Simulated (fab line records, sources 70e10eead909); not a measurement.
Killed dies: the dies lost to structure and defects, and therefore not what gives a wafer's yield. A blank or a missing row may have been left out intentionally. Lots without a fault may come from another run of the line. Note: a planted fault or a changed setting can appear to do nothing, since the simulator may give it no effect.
fab line records	flow nand-harc
record: lots: 7	wafers: 21	last-day: 25
route steps=1159 shown P_GATE@144 END@1159
lots that met no fault: from a run of the same line without faults
start-h: the number of hours between the record's first day and the start of the first shown wafer of the lot	wait-h: hours from the lot's prior step to this one	" repeats the value in the row above	L1.1+2: one row covering several wafers at once	- no value, or no start was given	* or withheld: withheld	< > ~ a bound
route shown NAME@n: NAME is a module with steps in the file, n the number in the route of the first one	usual: the fault-free wafers' mean and standard deviation	same: alike in all rows	chamber/n: place in a boat	sites: each site's reading	_std_site: standard deviation of those values	_edge_site: inner sites' mean taken away from outer sites' mean	radius-mm: how far each site lies from the wafer's centre	mask NAME#n: copy n	behind: tool/chamber where the wafer was last shaped	hold: cause of the lot's hold/its duration in hours/its outcome	device: the n, p or np transistor that did not switch	end of line: tests of these same wafers at the route's end	a step with no rows: only its recipe	killed: count of dies lost to structure and defects at first sort (not the wafer's yield)	map: dies across one wafer; x = killed, . = not, _ = none there
set.NAME: the setting as run; set.NAME@STEP: as run at that earlier step	model.NAME: the simulator's own value behind a step, which no gauge read
a table for each step, a row for each wafer; lots at some steps of the route
services: a tool's chamber out of use, with start hour (start-h, from the record's first day; less than 0 if before it), hours out, and reason
== steps ==
step: NHARC_P_GATE_DESCUM_31
recipe: time-s: 3	o2-flow-sccm: 200	ar-flow-sccm: 0	bias-power-w: 0	chemistry: O2
usual: drypump-motor-current-A: 5.4/0.52	oes-product-au: 1.000/0.0094	rf-vpp-V: 57.7/0.92	showerhead-plenum-p-Torr: 1.92/0.082	throttle-valve-pct: 11.312/0.0087
same: time-s: 3
lot.wafer	tool	chamber	start-h	wait-h	drypump-motor-current-A	oes-product-au	rf-hours-counter-h	rf-vpp-V	showerhead-plenum-p-Torr	throttle-valve-pct
L937.4	rie-diel-08	2	121.84	0.1	5.2	1.008	56	58.3	1.76	11.319
L937.6	"	1	"	"	6.4	1.013	-	56.5	1.87	11.313
L937.5	"	2	"	"	5.2	1.011	-	57.8	1.76	11.308
L939.1	rie-diel-07	3	131.85	0.1	5.1	1.002	13	57.7	1.86	11.316
L939.4	"	0	"	"	5.3	0.995	16	58.3	1.98	11.321
L939.5	"	3	"	"	5.1	1.004	-	57.7	1.86	11.300
L940.3	rie-diel-07	3	143.04	0.1	5.1	0.992	16	57.6	1.86	11.312
L940.1	"	0	"	"	5.3	0.987	19	59.5	1.98	11.308
L940.6	"	1	"	"	5.0	1.004	-	58.5	2.01	11.308
L943.3	rie-diel-07	3	168.51	0.1	5.1	1.005	20	56.1	1.86	11.307
L943.6	"	1	"	"	5.0	0.989	-	58.3	2.01	11.318
L943.5	"	2	"	"	5.0	1.004	-	59.1	1.98	11.309
L944.3	rie-diel-07	1	169.01	0.1	5.0	0.995	22	58.1	2.01	11.312
L944.2	"	2	"	"	4.9	1.016	16	59.3	1.98	11.313
L944.6	"	1	"	"	5.0	1.003	-	58.1	2.01	11.299
L950.1	rie-diel-07	1	208.69	0.1	5.0	1.000	27	59.6	2.01	11.304
L950.6	"	2	"	"	5.0	1.010	-	59.1	1.97	11.315
L950.5	"	3	"	"	5.1	1.004	-	57.2	1.86	11.310
L953.2	rie-diel-07	3	225.27	0.1	5.1	0.996	29	55.9	1.86	11.313
L953.1	"	0	"	"	5.3	0.984	32	57.7	1.98	11.316
L953.6	"	0	"	"	5.2	0.985	-	57.2	1.98	11.294
step: NHARC_P_GATE_ETCH_104
recipe: target-depth-a: 600	time-s: withheld	cf4-flow-sccm: 100	chf3-flow-sccm: 30	ar-flow-sccm: 0	rf-w: 500	bias-w: 200	chemistry: CF4/CHF3
usual: cf4-flow-sccm: 100.0/0.31	drypump-motor-current-A: 5.4/0.54	oes-product-au: 0.948/0.019	rf-vpp-V: 370.8/2.3	showerhead-plenum-p-Torr: 1.58/0.063	throttle-valve-pct: 16.802/0.0093
lot.wafer	tool	chamber	start-h	wait-h	cf4-flow-sccm	drypump-motor-current-A	oes-product-au	rf-vpp-V	showerhead-plenum-p-Torr	throttle-valve-pct
L937.4	rie-diel-08	1	121.93	0.1	99.7	6.4	0.957	370.4	1.54	16.798
L937.5	"	2	"	"	100.7	5.2	0.952	366.3	1.45	16.794
L937.6	"	3	"	"	99.9	5.5	0.945	366.4	1.48	16.788
L939.4	rie-diel-07	0	131.93	0.1	100.3	5.3	0.923	372.7	1.63	16.789
L939.1	"	3	"	"	100.0	5.1	0.966	369.2	1.53	16.799
L939.5	"	0	"	"	100.4	5.3	0.930	372.4	1.63	16.805
L940.1	rie-diel-07	3	143.25	0.2	99.7	5.1	0.933	368.6	1.53	16.792
L940.3	"	0	"	"	99.7	5.3	0.939	373.3	1.63	16.801
L940.6	"	0	"	"	100.2	5.3	0.924	372.6	1.63	16.798
L943.3	rie-diel-07	3	168.58	0.1	100.2	5.1	0.974	370.5	1.53	16.807
L943.6	"	1	"	"	100.1	5.0	0.955	371.6	1.65	16.785
L943.5	"	2	"	"	100.7	5.0	0.971	372.6	1.62	16.810
L944.2	rie-diel-07	2	169.10	0.1	100.2	4.9	0.933	371.7	1.62	16.813
L944.3	"	0	"	"	99.9	5.3	0.924	373.7	1.63	16.795
L944.6	"	2	"	"	100.2	4.9	0.937	371.7	1.62	16.795
L950.1	rie-diel-07	3	208.82	0.1	99.7	5.1	0.941	368.9	1.53	16.796
L950.5	"	0	"	"	100.3	5.3	0.938	372.5	1.63	16.793
L950.6	"	1	"	"	99.8	5.0	0.931	373.4	1.65	16.796
L953.2	rie-diel-07	2	225.39	0.1	99.7	5.0	0.961	372.2	1.62	16.800
L953.1	"	3	"	"	99.9	5.1	0.942	370.1	1.53	16.796
L953.6	"	2	"	"	99.5	4.9	0.968	372.3	1.62	16.807
step: NHARC_P_GATE_HM_OPEN_105
recipe: target-depth-a: 3600	o2-flow-sccm: 400	cos-flow-sccm: 20	ar-flow-sccm: 0	rf-w: 500	bias-w: 300	chemistry: O2/COS
usual: drypump-motor-current-A: 5.4/0.5	oes-product-au: 0.999/0.0081	rf-vpp-V: 467.4/2.8	showerhead-plenum-p-Torr: 3.13/0.12	throttle-valve-pct: 28.332/0.0092
lot.wafer	tool	chamber	start-h	wait-h	drypump-motor-current-A	oes-product-au	rf-hours-counter-h	rf-vpp-V	showerhead-plenum-p-Torr	throttle-valve-pct
L937.4	rie-diel-08	0	-	-	5.9	0.994	58	463.7	2.95	28.345
L937.6	"	1	"	"	6.4	1.010	-	466.5	3.06	28.336
L937.5	"	2	"	"	5.2	1.010	-	462.2	2.88	28.340
L939.4	rie-diel-07	2	-	-	5.0	1.007	12	468.9	3.22	28.345
L939.1	"	0	"	"	5.3	0.998	16	468.9	3.23	28.333
L939.5	"	2	"	"	5.0	1.010	-	470.2	3.22	28.324
L940.1	rie-diel-07	3	-	-	5.1	1.004	16	464.1	3.04	28.334
L940.3	"	0	"	"	5.3	0.996	19	470.0	3.23	28.338
L940.6	"	0	"	"	5.3	1.000	-	469.6	3.23	28.330
L943.3	rie-diel-07	2	-	-	4.9	1.003	16	469.7	3.22	28.338
L943.5	"	0	"	"	5.3	0.990	-	469.8	3.23	28.320
L943.6	"	1	"	"	5.0	1.002	-	469.6	3.27	28.320
L944.2	rie-diel-07	1	-	-	5.0	0.992	22	468.5	3.27	28.305
L944.3	"	2	"	"	4.9	1.001	16	468.7	3.22	28.345
L944.6	"	0	"	"	5.3	1.002	-	470.7	3.23	28.327
L950.1	rie-diel-07	0	-	-	5.3	1.001	29	469.7	3.22	28.343
L950.6	"	1	"	"	5.0	1.008	-	470.1	3.27	28.337
L950.5	"	2	"	"	5.0	1.016	-	470.0	3.21	28.332
L953.2	rie-diel-07	2	-	-	5.0	1.003	26	469.4	3.21	28.330
L953.1	"	3	"	"	5.1	0.984	29	465.0	3.04	28.325
L953.6	"	3	"	"	5.1	0.990	-	465.8	3.04	28.350
step: NHARC_P_GATE_STRIP_106
recipe: o2-flow-sccm: 400	cos-flow-sccm: 20	ar-flow-sccm: 0	bias-w: 0	chemistry: O2/COS
step: NHARC_P_GATE_ETCH_114
recipe: target-depth-a: 300	overetch-a: 30	time-s: 16.5	ion-energy-ev: 100	cf4-flow-sccm: 80	o2-flow-sccm: 20	ar-flow-sccm: 0	rf-w: 300	bias-w: 100	chemistry: CF4/O2
step: NHARC_P_GATE_ETCH_32
recipe: target-depth-a: 1500	over-etch-frac: 1	over-etch-ion-energy-ev: 40	time-s: 100.1	hbr-flow-sccm: 150	cl2-flow-sccm: 50	rf-w: 400	icp-w: 400	bias-w: 100	chemistry: HBr/Cl2
usual: drypump-motor-current-A: 5.8/0.63	oes-product-au: 1.001/0.0071	throttle-valve-pct: 26.406/0.0092
same: time-s: 100.1
lot.wafer	tool	chamber	start-h	wait-h	drypump-motor-current-A	oes-product-au	rf-hours-counter-h	throttle-valve-pct
L937.4	rie-si-05	1	122.36	-	6.5	1.004	0.4	26.419
L937.6	"	3	"	"	5.5	0.999	-	26.411
L937.5	"	0	"	"	6.8	0.995	-	26.412
L939.4	rie-si-05	3	132.33	-	5.5	0.999	0.4	26.410
L939.1	"	0	"	"	6.8	1.006	0.5	26.406
L939.5	"	2	"	"	6.0	1.001	-	26.411
L940.1	rie-si-01	3	143.70	-	5.3	1.004	0.0	26.398
L940.3	"	1	"	"	5.1	1.003	0.0	26.406
L940.6	"	3	"	"	5.2	0.987	-	26.412
L943.3	rie-si-01	3	168.98	-	5.2	1.007	0.3	26.413
L943.6	"	2	"	"	6.8	0.999	-	26.412
L943.5	"	3	"	"	5.3	0.991	-	26.407
L944.3	rie-si-03	0	169.60	-	5.7	0.997	0.0	26.407
L944.2	"	1	"	"	5.6	1.008	0.0	26.408
L944.6	"	3	"	"	5.5	0.997	-	26.399
L950.1	rie-si-03	1	209.94	-	5.6	1.012	0.4	26.389
L950.6	"	3	"	"	5.5	1.003	-	26.397
L950.5	"	0	"	"	5.7	0.997	-	26.401
L953.2	rie-si-01	3	225.93	-	5.2	0.997	0.7	26.403
L953.1	"	0	"	"	5.4	0.992	0.8	26.403
L953.6	"	2	"	"	6.9	0.994	-	26.403
step: NHARC_P_GATE_STRIP_108
recipe: o2-flow-sccm: 500	ar-flow-sccm: 0	bias-w: 0	chemistry: O2
step: NHARC_P_GATE_CD_MEAS_33
usual: cd-nm: 119.9/1.8
lot.wafer	tool	chamber	start-h	wait-h	cd-nm
L937.4	cd-sem-02	-	122.67	-	120.3
L937.5	"	-	"	"	120.6
L937.6	"	-	"	"	120.5
L939.1	cd-sem-03	-	132.67	-	119.3
L939.4	"	-	"	"	120.3
L939.5	"	-	"	"	121.5
L940.1	cd-sem-01	-	144.07	0.1	118.6
L940.3	"	-	"	"	116.9
L940.6	"	-	"	"	119.1
L943.3	cd-sem-01	-	169.31	-	120.1
L943.5	"	-	"	"	118.2
L943.6	"	-	"	"	120.7
L944.2	cd-sem-01	-	169.94	0.1	119.8
L944.3	"	-	"	"	119.2
L944.6	"	-	"	"	116.2
L950.1	cd-sem-02	-	210.26	-	121.6
L950.5	"	-	"	"	121.0
L950.6	"	-	"	"	121.9
L953.1	cd-sem-01	-	226.25	-	118.6
L953.2	"	-	"	"	117.7
L953.6	"	-	"	"	118.4
step: NHARC_P_GATE_STRIP_35
recipe: time-s: 600	temp-c: 130	chemistry: SPM
step: NHARC_P_GATE_PRECLEAN_73
recipe: time-s: *	temp-c: 50	bath-age-min: 0	chemistry: SC1
step: NHARC_P_GATE_SRD_74
step: NHARC_P_GATE_ALD_36
recipe: target-thk-a: 200	pulse-time-s: 60	ald-cycles: 223	temp-c: 400	material: SiNx
step: NHARC_P_GATE_ETCHBACK_37
recipe: target-depth-a: 345	time-s: 17.2	chf3-flow-sccm: 50	o2-flow-sccm: 10	ar-flow-sccm: 200	rf-w: 500	bias-w: 200	chemistry: CHF3/O2
usual: bias-w: 200.0/0.6	chamber-pressure-mTorr: 24.998/0.024	drypump-motor-current-A: 5.3/0.4	oes-product-au: 0.95/0.034	rf-vpp-V: 371.4/2.2	showerhead-plenum-p-Torr: 2.44/0.091	throttle-valve-pct: 20.571/0.0084	time-s: 17.2/0
lot.wafer	tool	chamber	start-h	wait-h	bias-w	chamber-pressure-mTorr	drypump-motor-current-A	oes-product-au	rf-hours-counter-h	rf-vpp-V	showerhead-plenum-p-Torr	throttle-valve-pct	time-s
L937.4	rie-diel-07	2	132.71	-	200.1	25.024	5.0	0.93	12	372.8	2.48	20.566	17.2
L937.5	"	3	"	"	200.5	24.978	5.0	0.92	-	370.3	2.34	20.588	17.2
L937.6	"	0	"	"	200.5	24.968	5.3	0.91	-	371.2	2.49	20.576	17.2
L939.1	rie-diel-07	3	142.70	-	199.8	25.039	5.1	0.93	16	369.4	2.34	20.561	17.2
L939.5	"	1	"	"	199.9	24.983	5.0	0.93	-	373.2	2.52	20.582	17.2
L939.4	"	0	"	"	199.3	24.963	5.3	0.93	-	373.2	2.48	20.567	17.2
L940.3	rie-diel-08	2	154.09	-	-	-	-	-	-	-	-	-	-
L940.1	"	3	"	"	-	-	-	-	-	-	-	-	-
L940.6	"	3	"	"	-	-	-	-	-	-	-	-	-
L943.3	rie-diel-07	1	181.38	-	-	-	-	-	-	-	-	-	-
L943.5	"	2	"	"	-	-	-	-	-	-	-	-	-
L943.6	"	3	"	"	-	-	-	-	-	-	-	-	-
L944.2	rie-diel-07	1	182.03	-	-	-	-	-	-	-	-	-	-
L944.3	"	2	"	"	-	-	-	-	-	-	-	-	-
L944.6	"	2	"	"	-	-	-	-	-	-	-	-	-
L950.1	rie-diel-08	1	220.27	-	200.0	24.934	6.4	0.92	35	368.9	2.34	20.559	17.2
L950.5	"	1	"	"	200.2	24.981	6.4	0.93	-	368.1	2.34	20.561	17.2
L950.6	"	2	"	"	199.5	25.015	5.2	0.92	-	376.4	2.58	20.569	17.2
L953.2	rie-diel-08	3	236.25	-	199.9	24.972	5.5	0.92	43	369.4	2.25	20.572	17.2
L953.1	"	0	"	"	200.3	25.042	5.9	0.92	40	366.6	2.25	20.561	17.2
L953.6	"	0	"	"	199.3	25.029	5.9	0.92	-	367.2	2.25	20.591	17.2
step: NHARC_P_GATE_STRIP_101
recipe: time-s: 20	o2-flow-sccm: 500	ar-flow-sccm: 0	bias-w: 0	chemistry: O2
usual: drypump-motor-current-A: 5.3/0.41	oes-product-au: 1.000/0.0072	rf-vpp-V: 58.0/0.85	showerhead-plenum-p-Torr: 3.57/0.13	throttle-valve-pct: 17.037/0.01
same: time-s: 20
lot.wafer	tool	chamber	start-h	wait-h	drypump-motor-current-A	oes-product-au	rf-hours-counter-h	rf-vpp-V	showerhead-plenum-p-Torr	throttle-valve-pct
L937.4	rie-diel-07	3	132.78	0.1	5.1	0.994	13	56.5	3.44	17.046
L937.5	"	1	"	"	5.0	0.999	-	58.4	3.70	17.024
L937.6	"	2	"	"	4.9	0.997	-	59.1	3.64	17.054
L939.1	rie-diel-07	0	142.81	0.1	5.3	0.999	19	57.2	3.65	17.028
L939.5	"	3	"	"	5.1	1.006	-	58.6	3.44	17.021
L939.4	"	1	"	"	5.0	1.004	-	57.6	3.70	17.040
L940.3	rie-diel-08	0	154.18	0.1	5.9	0.990	11	58.0	3.33	17.033
L940.1	"	3	"	"	5.5	1.004	11	56.6	3.33	17.051
L940.6	"	1	"	"	6.4	0.994	-	59.2	3.45	17.031
L943.3	rie-diel-07	3	181.45	0.1	5.1	0.992	20	57.8	3.44	17.029
L943.5	"	2	"	"	5.0	1.006	-	57.4	3.63	17.041
L943.6	"	3	"	"	5.1	1.005	-	57.2	3.44	17.037
L944.2	rie-diel-07	1	182.13	0.1	5.0	0.999	23	58.8	3.70	17.040
L944.3	"	2	"	"	5.0	1.012	17	58.3	3.63	17.022
L944.6	"	0	"	"	5.3	0.996	-	58.9	3.65	17.043
L950.1	rie-diel-08	1	220.36	0.1	6.4	1.003	35	58.7	3.44	17.018
L950.6	"	0	"	"	5.9	0.995	-	57.5	3.32	17.046
L950.5	"	1	"	"	6.4	0.999	-	59.4	3.44	17.031
L953.1	rie-diel-08	3	236.37	0.1	5.5	1.009	43	57.6	3.31	17.030
L953.2	"	0	"	"	5.9	0.992	40	56.5	3.32	17.036
L953.6	"	2	"	"	5.2	0.997	-	59.1	3.78	17.052
step: NHARC_END_SORT_01
recipe: temp-c: 25
usual: killed-at-array: 27/11	killed-at-other: 0.7/0.93	killed-at-periphery: 2.9/1.9	killed-dies: 30/11	killed-open: 3.1/1.7	killed-short: 1.9/1.3
same: gross-dies: 677
lot.wafer	tool	chamber	start-h	wait-h	killed-at-array	killed-at-other	killed-at-periphery	killed-dies	killed-open	killed-short
L940.1	prober-02	0	488.82	2.5	17	2	658	677	2	1
L940.3	prober-02	0	490.43	3.1	23	0	654	677	4	2
L940.6	prober-02	0	492.85	4.0	26	0	651	677	3	2
L944.2	prober-01	0	507.29	2.8	34	1	642	677	2	1
L944.3	prober-01	0	508.08	3.1	27	0	650	677	2	0
L944.6	prober-01	0	510.44	3.9	34	1	642	677	5	1
L943.3	prober-02	0	508.08	3.1	33	0	644	677	2	0
L943.5	prober-02	0	509.66	3.7	25	1	651	677	1	2
L943.6	prober-02	0	510.44	3.9	35	0	642	677	4	3
L950.1	prober-02	0	557.40	2.5	45	1	5	51	5	2
L950.5	prober-02	0	560.63	3.7	51	0	2	53	4	1
L950.6	prober-02	0	561.44	4.0	45	1	4	50	2	2
killed by level:class
L940.1 P_GATE:area-etchback=657 A_STAIRCASE:chamber-film-flake=6 A_CONTACT:chamber-film-flake=4 A_CHANNEL_HOLE_D1:chamber-film-flake=2 A_SLIT:chamber-film-flake=2 THIN_TSV:chamber-film-flake=2 P_CONTACT:geometric-particle:open=1 A_CHANNEL_FILL_D1:geometric-particle:short=1
L940.3 P_GATE:area-etchback=652 A_STAIRCASE:chamber-film-flake=8 A_CHANNEL_HOLE_D1:chamber-film-flake=4 A_SLIT:chamber-film-flake=4 A_ONON_D1:geometric-particle:short=2 A_CONTACT:chamber-film-flake=2 P_GATE:geometric-particle:open=1 A_CHANNEL_FILL_D1:geometric-particle:open=1
L940.6 P_GATE:area-etchback=649 A_STAIRCASE:chamber-film-flake=7 A_CONTACT:chamber-film-flake=7 A_SLIT:chamber-film-flake=5 A_CHANNEL_HOLE_D1:chamber-film-flake=3 A_CHANNEL_FILL_D1:geometric-particle:open=2 P_M2:geometric-particle:short=1 A_WL_FILL:geometric-particle:short=1
L944.2 P_GATE:area-etchback=638 A_SLIT:chamber-film-flake=16 A_CONTACT:chamber-film-flake=7 A_STAIRCASE:chamber-film-flake=4 P_M1:chamber-film-flake=3 A_ZERO_WELL:chamber-film-flake=2 A_CHANNEL_HOLE_D1:chamber-film-flake=2 A_CHANNEL_FILL_D1:geometric-particle:open=1
L944.3 P_GATE:area-etchback=642 A_SLIT:chamber-film-flake=11 A_CHANNEL_HOLE_D1:chamber-film-flake=7 P_M1:chamber-film-flake=5 A_STAIRCASE:chamber-film-flake=4 A_CONTACT:chamber-film-flake=2 P_CONTACT:geometric-particle:open=1 P_GATE:chamber-film-flake=1
L943.3 P_GATE:area-etchback=643 A_CHANNEL_HOLE_D1:chamber-film-flake=19 A_SGD_CUT:chamber-film-flake=8 A_CONTACT:chamber-film-flake=2 P_M0:geometric-particle:open=1 A_M0:geometric-particle:open=1 A_ZERO_WELL:chamber-film-flake=1 A_STAIRCASE:chamber-film-flake=1
L943.5 P_GATE:area-etchback=647 A_CHANNEL_HOLE_D1:chamber-film-flake=15 P_GATE:chamber-film-flake=3 A_CONTACT:chamber-film-flake=3 A_SGD_CUT:chamber-film-flake=2 A_ONON_D1:geometric-particle:open=1 A_ONON_D1:geometric-particle:short=1 A_WL_FILL:geometric-particle:short=1
L944.6 P_GATE:area-etchback=639 A_SLIT:chamber-film-flake=16 A_CONTACT:chamber-film-flake=5 A_STAIRCASE:chamber-film-flake=4 A_BLC:geometric-particle:open=3 P_M1:chamber-film-flake=2 A_CHANNEL_HOLE_D1:chamber-film-flake=2 P_M0:geometric-particle:open=1
L943.6 P_GATE:area-etchback=640 A_CHANNEL_HOLE_D1:chamber-film-flake=21 A_SGD_CUT:chamber-film-flake=4 A_CHANNEL_FILL_D1:geometric-particle:short=2 A_CONTACT:geometric-particle:open=2 A_ZERO_WELL:chamber-film-flake=2 A_CONTACT:chamber-film-flake=2 P_M0:geometric-particle:open=1
L950.1 A_CHANNEL_HOLE_D1:chamber-film-flake=16 A_SLIT:chamber-film-flake=12 A_CONTACT:chamber-film-flake=6 A_CHANNEL_FILL_D1:chamber-film-flake=4 P_BONDPAD:chamber-film-flake=2 A_WL_FILL:chamber-film-flake=2 P_CONTACT:geometric-particle:open=1 P_M0:geometric-particle:short=1
L950.5 A_SLIT:chamber-film-flake=20 A_CHANNEL_HOLE_D1:chamber-film-flake=17 A_CONTACT:chamber-film-flake=7 A_ONON_D1:geometric-particle:open=2 A_CHANNEL_FILL_D1:chamber-film-flake=2 A_M1:chamber-film-flake=2 P_M0:geometric-particle:open=1 P_M2:geometric-particle:open=1
L950.6 A_CHANNEL_HOLE_D1:chamber-film-flake=13 A_SLIT:chamber-film-flake=11 A_CHANNEL_FILL_D1:chamber-film-flake=9 A_CONTACT:chamber-film-flake=7 A_M1:chamber-film-flake=2 P_M1:geometric-particle:open=1 A_ONON_D1:geometric-particle:short=1 A_M0:geometric-particle:short=1
map L940.1 (x killed, . not)
____________x____________
_________xxxxxxx_________
_______xxxxxxxxxxx_______
______xxxxxxxxxxxxx______
_____xxxxxxxxxxxxxxx_____
____xxxxxxxxxxxxxxxxx____
____xxxxxxxxxxxxxxxxx____
___xxxxxxxxxxxxxxxxxxx___
___xxxxxxxxxxxxxxxxxxx___
__xxxxxxxxxxxxxxxxxxxxx__
__xxxxxxxxxxxxxxxxxxxxx__
_xxxxxxxxxxxxxxxxxxxxxxx_
_xxxxxxxxxxxxxxxxxxxxxxx_
_xxxxxxxxxxxxxxxxxxxxxxx_
_xxxxxxxxxxxxxxxxxxxxxxx_
_xxxxxxxxxxxxxxxxxxxxxxx_
xxxxxxxxxxxxxxxxxxxxxxxxx
xxxxxxxxxxxxxxxxxxxxxxxxx
xxxxxxxxxxxxxxxxxxxxxxxxx
xxxxxxxxxxxxxxxxxxxxxxxxx
xxxxxxxxxxxxxxxxxxxxxxxxx
_xxxxxxxxxxxxxxxxxxxxxxx_
_xxxxxxxxxxxxxxxxxxxxxxx_
_xxxxxxxxxxxxxxxxxxxxxxx_
_xxxxxxxxxxxxxxxxxxxxxxx_
_xxxxxxxxxxxxxxxxxxxxxxx_
__xxxxxxxxxxxxxxxxxxxxx__
__xxxxxxxxxxxxxxxxxxxxx__
___xxxxxxxxxxxxxxxxxxx___
___xxxxxxxxxxxxxxxxxxx___
____xxxxxxxxxxxxxxxxx____
____xxxxxxxxxxxxxxxxx____
_____xxxxxxxxxxxxxxx_____
______xxxxxxxxxxxxx______
_______xxxxxxxxxxx_______
_________xxxxxxx_________
____________x____________
map L943.3 (x killed, . not)
____________x____________
_________xxxxxxx_________
_______xxxxxxxxxxx_______
______xxxxxxxxxxxxx______
_____xxxxxxxxxxxxxxx_____
____xxxxxxxxxxxxxxxxx____
____xxxxxxxxxxxxxxxxx____
___xxxxxxxxxxxxxxxxxxx___
___xxxxxxxxxxxxxxxxxxx___
__xxxxxxxxxxxxxxxxxxxxx__
__xxxxxxxxxxxxxxxxxxxxx__
_xxxxxxxxxxxxxxxxxxxxxxx_
_xxxxxxxxxxxxxxxxxxxxxxx_
_xxxxxxxxxxxxxxxxxxxxxxx_
_xxxxxxxxxxxxxxxxxxxxxxx_
_xxxxxxxxxxxxxxxxxxxxxxx_
xxxxxxxxxxxxxxxxxxxxxxxxx
xxxxxxxxxxxxxxxxxxxxxxxxx
xxxxxxxxxxxxxxxxxxxxxxxxx
xxxxxxxxxxxxxxxxxxxxxxxxx
xxxxxxxxxxxxxxxxxxxxxxxxx
_xxxxxxxxxxxxxxxxxxxxxxx_
_xxxxxxxxxxxxxxxxxxxxxxx_
_xxxxxxxxxxxxxxxxxxxxxxx_
_xxxxxxxxxxxxxxxxxxxxxxx_
_xxxxxxxxxxxxxxxxxxxxxxx_
__xxxxxxxxxxxxxxxxxxxxx__
__xxxxxxxxxxxxxxxxxxxxx__
___xxxxxxxxxxxxxxxxxxx___
___xxxxxxxxxxxxxxxxxxx___
____xxxxxxxxxxxxxxxxx____
____xxxxxxxxxxxxxxxxx____
_____xxxxxxxxxxxxxxx_____
______xxxxxxxxxxxxx______
_______xxxxxxxxxxx_______
_________xxxxxxx_________
____________x____________
== services ==
tool	chamber	start-h	hours	kind
rie-diel-07	3	108.64	10.0	repair
rie-diel-07	0	109.20	-	clean
rie-diel-07	1	109.20	-	clean
rie-diel-07	2	109.20	-	clean
rie-diel-07	2	112.09	6.9	repair
rie-diel-08	-	124.93	9.0	pm
rie-si-01	-	127.00	9.0	pm
rie-diel-07	0	133.76	-	clean
rie-diel-07	1	133.76	-	clean
rie-diel-07	2	133.76	-	clean
rie-diel-07	3	133.76	-	clean
rie-diel-07	2	136.51	10.7	repair
rie-si-03	1	141.62	11.7	repair
rie-si-03	-	155.00	9.0	pm
rie-diel-07	0	158.26	-	clean
rie-diel-07	1	158.26	-	clean
rie-diel-07	2	158.26	-	clean
rie-diel-07	3	158.26	-	clean
rie-diel-07	3	168.76	12.6	repair
rie-diel-07	0	182.88	-	clean
rie-diel-07	1	182.88	-	clean
rie-diel-07	1	187.53	10.0	repair
rie-si-01	3	189.15	11.3	repair
rie-diel-07	-	228.20	9.0	pm
== key ==
first-sign: step: NHARC_P_GATE_ETCHBACK_37	reading: tool-record	direction: missing
effect: step: NHARC_END_SORT_01	reading: killed-at-periphery	direction: up	sigmas: 99+	usual: 2.9	struck: 648.2
more-kills-born-at: NHARC_P_GATE_ETCHBACK_37@rie-diel-07: 3849	NHARC_P_GATE_ETCHBACK_37@rie-diel-08: 1958
met-at NHARC_P_GATE_ETCHBACK_37
struck-wafers L940.1,L940.3,L940.6,L943.3,L943.5,L943.6,L944.2,L944.3,L944.6
later-rows-left-out L940.1,L940.3,L940.6,L943.3,L943.5,L943.6,L944.2,L944.3,L944.6
tester-left-out L940,L943,L944
onset-between 142.70 154.09
fault: kind: skipped-step-whole	tool: rie-diel-07,rie-diel-08	chamber: -	onset-h: 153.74	steps: NHARC_P_GATE_ETCHBACK_37	scope: struck-lots-only
tester-left-out: of these lots the tester's yield and bins aren't shown, on N5 and GAA mostly nor the transistor test; their killed dies are dies lost to structure and defects alone, not to doping, threshold or leakage, so they don't give the yield
later-rows-left-out: the simulator's readings of these wafers behind a module that went badly wrong aren't trusted and aren't shown, but for the sort
